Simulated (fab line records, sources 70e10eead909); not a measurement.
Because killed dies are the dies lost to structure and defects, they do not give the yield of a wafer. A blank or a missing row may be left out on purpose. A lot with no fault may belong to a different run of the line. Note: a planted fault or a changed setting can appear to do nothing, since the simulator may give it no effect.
Matching of chambers ; flow nand-harc ; 3 sister chambers for NHARC_A_STAIRCASE_DEP_417 on pecvd-04
The step deposits Si3N4, target thk 60 nm. 3 wafers are shown with their chamber, then 7 later ones without.

## WAFERS, EACH WITH ITS CHAMBER
wafer;chamber;heater-power-w (W)
L088.6;0;629
L092.2;2;633
L092.3;1;812

## WAFERS WITH NO CHAMBER GIVEN
wafer;heater-power-w (W)
L092.6;818
L091.1;798
L091.3;646
L091.6;656
L093.2;681
L093.3;700
L093.6;696

## EACH ONE'S CHAMBER
wafer;from the rows above;in truth
L092.6;1;1
L091.1;1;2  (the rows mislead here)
L091.3;can't be placed: 2 or 0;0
L091.6;can't be placed: 2 or 0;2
L093.2;can't be placed: 2 or 0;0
L093.3;can't be placed: 2 or 0 or 1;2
L093.6;can't be placed: 2 or 0 or 1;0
Placed correctly: 1 of 7. Not placeable from these rows: 5 (in 5, the candidates include the true chamber). 1 placed wrongly.
How it was worked out, from the rows above alone: a wafer's distance from a chamber is the root of the sum, over the readings, of the square of ((its reading less the chamber's mean) divided by the reading's scatter). The wafer belongs to the nearest chamber; if the next one is less than 2 further off, it can't be placed. For every chamber, the mean is computed from those of its wafers that are shown. The scatter: root of mean squared gap, hidden wafer to nearest shown wafer, with one shown wafer a chamber.
